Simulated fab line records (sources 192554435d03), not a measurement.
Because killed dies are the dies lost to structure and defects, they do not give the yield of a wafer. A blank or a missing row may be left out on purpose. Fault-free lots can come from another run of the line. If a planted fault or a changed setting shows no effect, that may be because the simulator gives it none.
What tool caused it? / flow n5Finfet / Sampling: 8 lots, 24 wafers, 7 of 1938 route steps

## WHAT THE GAUGES SHOWED, per wafer
N5_DUMMY_GATE_CD_MEAS_15: the cd target is 25.8 nm. Usual: 24.93 nm for cdNm, sd 0.25.
lot=L517; measured=day 4 15:15; on=cdSem-01; cdNm (nm)=24.96 24.87 24.86; flag=
lot=L518; measured=day 4 17:13; on=cdSem-01; cdNm (nm)=25.19 24.73 24.78; flag=
lot=L519; measured=day 4 23:19; on=cdSem-02; cdNm (nm)=25.02 25.04 24.89; flag=
lot=L524; measured=day 6 04:00; on=cdSem-03; cdNm (nm)=25.01 24.97 25.05; flag=
lot=L525; measured=day 6 09:22; on=cdSem-01; cdNm (nm)=25.29 25.12 25.19; flag=
lot=L531; measured=day 7 23:41; on=cdSem-02; cdNm (nm)=25.02 24.86 25.24; flag=
lot=L532; measured=day 8 04:19; on=cdSem-03; cdNm (nm)=25.01 24.87 25.16; flag=
lot=L533; measured=day 8 09:21; on=cdSem-02; cdNm (nm)=25.07 24.88 24.61; flag=

N5_DUMMY_GATE_CD_MEAS_24: the cd target is 15 nm. Usual: 14.9 nm for cdNm, sd 0.32.
lot=L517; measured=day 4 16:31; on=cdSem-01; cdNm (nm)=- - -; flag=OFF
lot=L518; measured=day 4 18:47; on=cdSem-01; cdNm (nm)=- - -; flag=OFF
lot=L519; measured=day 5 00:45; on=cdSem-03; cdNm (nm)=- - -; flag=OFF
lot=L524; measured=day 6 05:00; on=cdSem-02; cdNm (nm)=14.6 15.1 15.4; flag=
lot=L525; measured=day 6 10:22; on=cdSem-02; cdNm (nm)=14.6 14.8 14.8; flag=
lot=L531; measured=day 8 00:43; on=cdSem-01; cdNm (nm)=15.1 15.1 15.1; flag=
lot=L532; measured=day 8 05:28; on=cdSem-01; cdNm (nm)=14.9 15.4 15.1; flag=
lot=L533; measured=day 8 10:21; on=cdSem-02; cdNm (nm)=15.1 15.6 14.6; flag=

N5_BEOL_M4_RC_MEAS_101. Usual: DIBL_N 36.5 mV/V, standard deviation 1.4; DIBL_P 36.6 mV/V, standard deviation 1.6; IOFF_N 0.160 nA/um, standard deviation 0.024; IOFF_P 0.217 nA/um, standard deviation 0.029; ION_N 674 uA/um, standard deviation 8.7; ION_P 464 uA/um, standard deviation 6.5; SS_N 71.6 mV/dec, standard deviation 0.47; SS_P 73.4 mV/dec, standard deviation 0.57; VT_N 250.0 mV, standard deviation 2.5; VT_P -250 mV, standard deviation 3.1.
lot=L524; measured=day 11 17:27; on=prober-01; DIBL_N (mV/V)=36.7 36.7 37.4; DIBL_P (mV/V)=37.3 37.1 37.0; IOFF_N (nA/um)=0.152 0.151 0.160; IOFF_P (nA/um)=0.193 0.202 0.198; ION_N (uA/um)=677 673 665; ION_P (uA/um)=458 455 454; SS_N (mV/dec)=72.3 71.3 71.6; SS_P (mV/dec)=73.5 74.2 73.4; VT_N (mV)=249.6 251.6 251.6; VT_P (mV)=-254 -253 -254; flag=
lot=L525; measured=day 11 20:25; on=prober-02; DIBL_N (mV/V)=36.8 36.1 36.4; DIBL_P (mV/V)=37.4 36.8 36.4; IOFF_N (nA/um)=0.157 0.154 0.155; IOFF_P (nA/um)=0.227 0.219 0.219; ION_N (uA/um)=668 678 678; ION_P (uA/um)=458 468 469; SS_N (mV/dec)=72.0 71.6 70.4; SS_P (mV/dec)=74.0 73.4 73.7; VT_N (mV)=251.6 250.2 251.5; VT_P (mV)=-247 -249 -249; flag=
lot=L531; measured=day 13 06:30; on=prober-01; DIBL_N (mV/V)=36.0 35.5 34.7; DIBL_P (mV/V)=36.0 34.9 33.0; IOFF_N (nA/um)=0.152 0.131 0.125; IOFF_P (nA/um)=0.212 0.190 0.175; ION_N (uA/um)=674 667 667; ION_P (uA/um)=466 456 465; SS_N (mV/dec)=71.5 71.3 71.0; SS_P (mV/dec)=72.5 72.5 72.0; VT_N (mV)=253.1 253.4 252.4; VT_P (mV)=-250 -251 -250; flag=
lot=L532; measured=day 12 22:23; on=prober-01; DIBL_N (mV/V)=35.9 34.7 35.5; DIBL_P (mV/V)=35.8 34.1 34.8; IOFF_N (nA/um)=0.153 0.133 0.139; IOFF_P (nA/um)=0.224 0.208 0.221; ION_N (uA/um)=681 670 662; ION_P (uA/um)=465 466 465; SS_N (mV/dec)=71.5 70.7 71.4; SS_P (mV/dec)=73.0 73.3 73.3; VT_N (mV)=249.2 252.9 250.5; VT_P (mV)=-249 -246 -246; flag=
lot=L533; measured=day 13 13:08; on=prober-01; DIBL_N (mV/V)=35.8 34.8 37.9; DIBL_P (mV/V)=38.6 37.1 40.1; IOFF_N (nA/um)=0.164 0.143 0.199; IOFF_P (nA/um)=0.217 0.193 0.236; ION_N (uA/um)=677 677 686; ION_P (uA/um)=454 461 458; SS_N (mV/dec)=71.6 70.9 73.0; SS_P (mV/dec)=73.5 73.4 74.4; VT_N (mV)=248.1 252.1 248.2; VT_P (mV)=-249 -250 -249; flag=

## EACH LOT AND THE TOOL THAT RAN IT (in order: tool; ch and the chambers of the sampled wafers; start)
lot=L517; N5_DUMMY_GATE_ETCH_31=rieDiel-03 ch 2,3, day 4 16:04; N5_DUMMY_GATE_STRIP_41=rieDiel-03 ch 2,3, day 4 16:06; N5_DUMMY_GATE_HM_OPEN_21=rieDiel-03 ch 2,3, day 4 16:08; N5_DUMMY_GATE_ETCH_23=rieSi-01 ch 1,3, day 4 16:20
lot=L518; N5_DUMMY_GATE_ETCH_31=rieDiel-05 ch 1,2,3, day 4 18:21; N5_DUMMY_GATE_STRIP_41=rieDiel-05 ch 1,2,3, day 4 18:23; N5_DUMMY_GATE_HM_OPEN_21=rieDiel-05 ch 1,2,3, day 4 18:26; N5_DUMMY_GATE_ETCH_23=rieSi-03 ch 0,1,2, day 4 18:38
lot=L519; N5_DUMMY_GATE_ETCH_31=rieDiel-05 ch 0,2, day 5 00:18; N5_DUMMY_GATE_STRIP_41=rieDiel-05 ch 0,2, day 5 00:21; N5_DUMMY_GATE_HM_OPEN_21=rieDiel-05 ch 0,2, day 5 00:23; N5_DUMMY_GATE_ETCH_23=rieSi-03 ch 0,1, day 5 00:35
lot=L524; N5_DUMMY_GATE_ETCH_31=rieDiel-05 ch 0,1,2, day 6 04:33; N5_DUMMY_GATE_STRIP_41=rieDiel-05 ch 0,1,2, day 6 04:36; N5_DUMMY_GATE_HM_OPEN_21=rieDiel-05 ch 0,1,2, day 6 04:38; N5_DUMMY_GATE_ETCH_23=rieSi-01 ch 1,3, day 6 04:50
lot=L525; N5_DUMMY_GATE_ETCH_31=rieDiel-05 ch 1,2,3, day 6 09:55; N5_DUMMY_GATE_STRIP_41=rieDiel-05 ch 1,2,3, day 6 09:57; N5_DUMMY_GATE_HM_OPEN_21=rieDiel-05 ch 1,2,3, day 6 09:59; N5_DUMMY_GATE_ETCH_23=rieSi-05 ch 0,1, day 6 10:11
lot=L531; N5_DUMMY_GATE_ETCH_31=rieDiel-05 ch 0,2,3, day 8 00:16; N5_DUMMY_GATE_STRIP_41=rieDiel-05 ch 0,2,3, day 8 00:19; N5_DUMMY_GATE_HM_OPEN_21=rieDiel-05 ch 0,2,3, day 8 00:21; N5_DUMMY_GATE_ETCH_23=rieSi-05 ch 0,2,3, day 8 00:33
lot=L532; N5_DUMMY_GATE_ETCH_31=rieDiel-03 ch 1,2,3, day 8 05:01; N5_DUMMY_GATE_STRIP_41=rieDiel-03 ch 1,2,3, day 8 05:04; N5_DUMMY_GATE_HM_OPEN_21=rieDiel-03 ch 1,2,3, day 8 05:06; N5_DUMMY_GATE_ETCH_23=rieSi-03 ch 0,1,3, day 8 05:17
lot=L533; N5_DUMMY_GATE_ETCH_31=rieDiel-05 ch 0,2,3, day 8 09:55; N5_DUMMY_GATE_STRIP_41=rieDiel-05 ch 0,2,3, day 8 09:57; N5_DUMMY_GATE_HM_OPEN_21=rieDiel-05 ch 0,2,3, day 8 09:59; N5_DUMMY_GATE_ETCH_23=rieSi-01 ch 0,2,3, day 8 10:11
- N5_DUMMY_GATE_ETCH_31: etches SiO2 in C4F6/O2, target depth 82.5 nm, time 27.5 s.
- N5_DUMMY_GATE_STRIP_41: strips in O2.
- N5_DUMMY_GATE_HM_OPEN_21: chemistry CH3F/O2, target SiNx, target depth 120 nm, time 171.4 s.
- N5_DUMMY_GATE_ETCH_23: etches poly-Si in HBr/Cl2/O2, target depth 41 nm, time 22.3 s.

## AS READ BY THE TOOLS THEMSELVES (means over the sampled wafers that have a number; for cases with no such wafer, the mark the record gives instead)
N5_DUMMY_GATE_ETCH_31. Usual: C4F6_flow_sccm 10.00 sccm, standard deviation 0.031; O2_flow_sccm 9.999 sccm, standard deviation 0.03; biasW 184.9 W, standard deviation 0.55; drypumpMotorCurrentA 5.6 A, standard deviation 0.49; oesProductAu 0.82 a.u., standard deviation 0.085; rfFwdPowerW 341.8 W, standard deviation 1.2; rfVppV 661 V, standard deviation 6.9; showerheadPlenumPTorr 2.87 Torr, standard deviation 0.1; throttleValvePct 21.13 %, standard deviation 0.21.
lot=L517; tool=rieDiel-03; C4F6_flow_sccm (sccm)=-; O2_flow_sccm (sccm)=-; biasW (W)=-; drypumpMotorCurrentA (A)=-; oesProductAu (a.u.)=-; rfFwdPowerW (W)=-; rfVppV (V)=-; showerheadPlenumPTorr (Torr)=-; throttleValvePct (%)=-; flag=OFF
lot=L518; tool=rieDiel-05; C4F6_flow_sccm (sccm)=-; O2_flow_sccm (sccm)=-; biasW (W)=-; drypumpMotorCurrentA (A)=-; oesProductAu (a.u.)=-; rfFwdPowerW (W)=-; rfVppV (V)=-; showerheadPlenumPTorr (Torr)=-; throttleValvePct (%)=-; flag=OFF
lot=L519; tool=rieDiel-05; C4F6_flow_sccm (sccm)=-; O2_flow_sccm (sccm)=-; biasW (W)=-; drypumpMotorCurrentA (A)=-; oesProductAu (a.u.)=-; rfFwdPowerW (W)=-; rfVppV (V)=-; showerheadPlenumPTorr (Torr)=-; throttleValvePct (%)=-; flag=OFF
lot=L524; tool=rieDiel-05; C4F6_flow_sccm (sccm)=10.00; O2_flow_sccm (sccm)=9.982; biasW (W)=185.1; drypumpMotorCurrentA (A)=5.7; oesProductAu (a.u.)=0.90; rfFwdPowerW (W)=342.1; rfVppV (V)=666; showerheadPlenumPTorr (Torr)=2.93; throttleValvePct (%)=21.11; flag=
lot=L525; tool=rieDiel-05; C4F6_flow_sccm (sccm)=9.99; O2_flow_sccm (sccm)=9.981; biasW (W)=185.5; drypumpMotorCurrentA (A)=5.4; oesProductAu (a.u.)=0.83; rfFwdPowerW (W)=342.1; rfVppV (V)=664; showerheadPlenumPTorr (Torr)=2.95; throttleValvePct (%)=21.00; flag=
lot=L531; tool=rieDiel-05; C4F6_flow_sccm (sccm)=10.02; O2_flow_sccm (sccm)=10.004; biasW (W)=184.9; drypumpMotorCurrentA (A)=5.7; oesProductAu (a.u.)=0.82; rfFwdPowerW (W)=342.4; rfVppV (V)=666; showerheadPlenumPTorr (Torr)=2.86; throttleValvePct (%)=21.17; flag=
lot=L532; tool=rieDiel-03; C4F6_flow_sccm (sccm)=10.00; O2_flow_sccm (sccm)=10.028; biasW (W)=185.1; drypumpMotorCurrentA (A)=6.1; oesProductAu (a.u.)=0.84; rfFwdPowerW (W)=340.2; rfVppV (V)=660; showerheadPlenumPTorr (Torr)=2.88; throttleValvePct (%)=21.13; flag=
lot=L533; tool=rieDiel-05; C4F6_flow_sccm (sccm)=10.01; O2_flow_sccm (sccm)=9.988; biasW (W)=184.6; drypumpMotorCurrentA (A)=5.7; oesProductAu (a.u.)=0.81; rfFwdPowerW (W)=341.1; rfVppV (V)=666; showerheadPlenumPTorr (Torr)=2.86; throttleValvePct (%)=21.18; flag=

N5_DUMMY_GATE_STRIP_41. Usual: drypumpMotorCurrentA 5.6 A, standard deviation 0.49; o2FlowSccm 224.9 sccm, standard deviation 0.69; oesProductAu 0.82 a.u., standard deviation 0.082; rfVppV 3.6 V, standard deviation 0.53; showerheadPlenumPTorr 2.11 Torr, standard deviation 0.08; throttleValvePct 16.62 %, standard deviation 0.16.
lot=L517; tool=rieDiel-03; drypumpMotorCurrentA (A)=6.1; o2FlowSccm (sccm)=224.1; oesProductAu (a.u.)=0.74; rfVppV (V)=3.6; showerheadPlenumPTorr (Torr)=2.02; throttleValvePct (%)=16.89; flag=
lot=L518; tool=rieDiel-05; drypumpMotorCurrentA (A)=5.4; o2FlowSccm (sccm)=225.0; oesProductAu (a.u.)=0.84; rfVppV (V)=3.5; showerheadPlenumPTorr (Torr)=2.18; throttleValvePct (%)=16.48; flag=
lot=L519; tool=rieDiel-05; drypumpMotorCurrentA (A)=5.7; o2FlowSccm (sccm)=224.5; oesProductAu (a.u.)=0.89; rfVppV (V)=3.2; showerheadPlenumPTorr (Torr)=2.17; throttleValvePct (%)=16.61; flag=
lot=L524; tool=rieDiel-05; drypumpMotorCurrentA (A)=5.7; o2FlowSccm (sccm)=225.0; oesProductAu (a.u.)=0.89; rfVppV (V)=3.5; showerheadPlenumPTorr (Torr)=2.17; throttleValvePct (%)=16.59; flag=
lot=L525; tool=rieDiel-05; drypumpMotorCurrentA (A)=5.3; o2FlowSccm (sccm)=224.4; oesProductAu (a.u.)=0.82; rfVppV (V)=4.4; showerheadPlenumPTorr (Torr)=2.17; throttleValvePct (%)=16.51; flag=
lot=L531; tool=rieDiel-05; drypumpMotorCurrentA (A)=5.7; o2FlowSccm (sccm)=225.0; oesProductAu (a.u.)=0.82; rfVppV (V)=3.8; showerheadPlenumPTorr (Torr)=2.11; throttleValvePct (%)=16.67; flag=
lot=L532; tool=rieDiel-03; drypumpMotorCurrentA (A)=6.1; o2FlowSccm (sccm)=224.4; oesProductAu (a.u.)=0.84; rfVppV (V)=4.1; showerheadPlenumPTorr (Torr)=2.12; throttleValvePct (%)=16.59; flag=
lot=L533; tool=rieDiel-05; drypumpMotorCurrentA (A)=5.7; o2FlowSccm (sccm)=225.8; oesProductAu (a.u.)=0.81; rfVppV (V)=3.3; showerheadPlenumPTorr (Torr)=2.11; throttleValvePct (%)=16.67; flag=

N5_DUMMY_GATE_HM_OPEN_21. Usual: biasW 73.01 W, standard deviation 0.23; drypumpMotorCurrentA 5.6 A, standard deviation 0.49; oesProductAu 0.81 a.u., standard deviation 0.084; rfFwdPowerW 393.7 W, standard deviation 1.2; rfVppV 297 V, standard deviation 3; showerheadPlenumPTorr 2.03 Torr, standard deviation 0.075; throttleValvePct 16.41 %, standard deviation 0.17.
lot=L517; tool=rieDiel-03; biasW (W)=73.00; drypumpMotorCurrentA (A)=6.1; oesProductAu (a.u.)=0.28; rfFwdPowerW (W)=393.3; rfVppV (V)=296; showerheadPlenumPTorr (Torr)=1.95; throttleValvePct (%)=16.67; flag=OFF
lot=L518; tool=rieDiel-05; biasW (W)=72.84; drypumpMotorCurrentA (A)=5.3; oesProductAu (a.u.)=0.31; rfFwdPowerW (W)=392.8; rfVppV (V)=298; showerheadPlenumPTorr (Torr)=2.10; throttleValvePct (%)=16.22; flag=OFF
lot=L519; tool=rieDiel-05; biasW (W)=72.83; drypumpMotorCurrentA (A)=5.7; oesProductAu (a.u.)=0.33; rfFwdPowerW (W)=394.3; rfVppV (V)=300; showerheadPlenumPTorr (Torr)=2.09; throttleValvePct (%)=16.30; flag=OFF
lot=L524; tool=rieDiel-05; biasW (W)=73.00; drypumpMotorCurrentA (A)=5.7; oesProductAu (a.u.)=0.90; rfFwdPowerW (W)=393.3; rfVppV (V)=299; showerheadPlenumPTorr (Torr)=2.08; throttleValvePct (%)=16.34; flag=
lot=L525; tool=rieDiel-05; biasW (W)=73.07; drypumpMotorCurrentA (A)=5.3; oesProductAu (a.u.)=0.82; rfFwdPowerW (W)=395.3; rfVppV (V)=299; showerheadPlenumPTorr (Torr)=2.09; throttleValvePct (%)=16.30; flag=
lot=L531; tool=rieDiel-05; biasW (W)=73.08; drypumpMotorCurrentA (A)=5.7; oesProductAu (a.u.)=0.82; rfFwdPowerW (W)=395.7; rfVppV (V)=300; showerheadPlenumPTorr (Torr)=2.03; throttleValvePct (%)=16.46; flag=
lot=L532; tool=rieDiel-03; biasW (W)=72.95; drypumpMotorCurrentA (A)=6.1; oesProductAu (a.u.)=0.83; rfFwdPowerW (W)=392.6; rfVppV (V)=297; showerheadPlenumPTorr (Torr)=2.04; throttleValvePct (%)=16.42; flag=
lot=L533; tool=rieDiel-05; biasW (W)=73.03; drypumpMotorCurrentA (A)=5.7; oesProductAu (a.u.)=0.82; rfFwdPowerW (W)=394.4; rfVppV (V)=298; showerheadPlenumPTorr (Torr)=2.03; throttleValvePct (%)=16.45; flag=

N5_DUMMY_GATE_ETCH_23. Usual: HBr_flow_sccm 150.0 sccm, standard deviation 0.47; O2_flow_sccm 12.00 sccm, standard deviation 0.04; biasW 102.0 W, standard deviation 0.33; drypumpMotorCurrentA 5.7 A, standard deviation 0.5; oesProductAu 1.005 a.u., standard deviation 0.017; rfFwdPowerW 794.2 W, standard deviation 2.9; throttleValvePct 37.07 %, standard deviation 0.27.
lot=L517; tool=rieSi-01; HBr_flow_sccm (sccm)=150.1; O2_flow_sccm (sccm)=11.96; biasW (W)=102.3; drypumpMotorCurrentA (A)=5.7; oesProductAu (a.u.)=1.017; rfFwdPowerW (W)=794.4; throttleValvePct (%)=36.82; flag=
lot=L518; tool=rieSi-03; HBr_flow_sccm (sccm)=150.5; O2_flow_sccm (sccm)=11.99; biasW (W)=101.8; drypumpMotorCurrentA (A)=5.7; oesProductAu (a.u.)=0.987; rfFwdPowerW (W)=794.7; throttleValvePct (%)=37.06; flag=
lot=L519; tool=rieSi-03; HBr_flow_sccm (sccm)=150.4; O2_flow_sccm (sccm)=12.04; biasW (W)=102.4; drypumpMotorCurrentA (A)=6.0; oesProductAu (a.u.)=0.985; rfFwdPowerW (W)=795.6; throttleValvePct (%)=37.10; flag=
lot=L524; tool=rieSi-01; HBr_flow_sccm (sccm)=150.0; O2_flow_sccm (sccm)=12.00; biasW (W)=102.3; drypumpMotorCurrentA (A)=5.7; oesProductAu (a.u.)=1.010; rfFwdPowerW (W)=793.9; throttleValvePct (%)=36.82; flag=
lot=L525; tool=rieSi-05; HBr_flow_sccm (sccm)=150.0; O2_flow_sccm (sccm)=11.97; biasW (W)=101.7; drypumpMotorCurrentA (A)=5.6; oesProductAu (a.u.)=1.010; rfFwdPowerW (W)=795.7; throttleValvePct (%)=36.90; flag=
lot=L531; tool=rieSi-05; HBr_flow_sccm (sccm)=149.9; O2_flow_sccm (sccm)=12.02; biasW (W)=101.8; drypumpMotorCurrentA (A)=5.3; oesProductAu (a.u.)=1.016; rfFwdPowerW (W)=795.7; throttleValvePct (%)=37.24; flag=
lot=L532; tool=rieSi-03; HBr_flow_sccm (sccm)=150.6; O2_flow_sccm (sccm)=11.99; biasW (W)=102.0; drypumpMotorCurrentA (A)=6.0; oesProductAu (a.u.)=0.997; rfFwdPowerW (W)=794.4; throttleValvePct (%)=37.24; flag=
lot=L533; tool=rieSi-01; HBr_flow_sccm (sccm)=149.8; O2_flow_sccm (sccm)=12.00; biasW (W)=101.9; drypumpMotorCurrentA (A)=5.7; oesProductAu (a.u.)=1.002; rfFwdPowerW (W)=792.1; throttleValvePct (%)=37.13; flag=

## THE ANSWER, worked out from the rows above alone
Rule: take the mean of a lot's wafers that have a number; if it is more than 3 standard deviations from the usual mean, the lot is off. Also off: a lot with no number at a reading for which 4 or more lots have one. Where the step has rows for the other lots, those lots are counted as sound. After the gauges, taken in route order, come the tools' own readings; for these a lot's mean is taken, as printed above. The first step at which some lot is off is used, and at that step the reading that is off furthest; a lot without a number counts as furthest.
Off at N5_DUMMY_GATE_CD_MEAS_24 (cdNm): L517, L518, L519. Without a number there: L517, L518, L519.
A tool fits if, at a process step before that reading, it ran every lot that is off, and no sound lot after the first of them. Not tried: the gauges at N5_DUMMY_GATE_CD_MEAS_24; whatever is off there is also off at N5_DUMMY_GATE_ETCH_31, on other tools, and gauge error can't account for it. Not one of the candidates tried fits.

## WHAT WAS PUT IN BY THE SIMULATOR
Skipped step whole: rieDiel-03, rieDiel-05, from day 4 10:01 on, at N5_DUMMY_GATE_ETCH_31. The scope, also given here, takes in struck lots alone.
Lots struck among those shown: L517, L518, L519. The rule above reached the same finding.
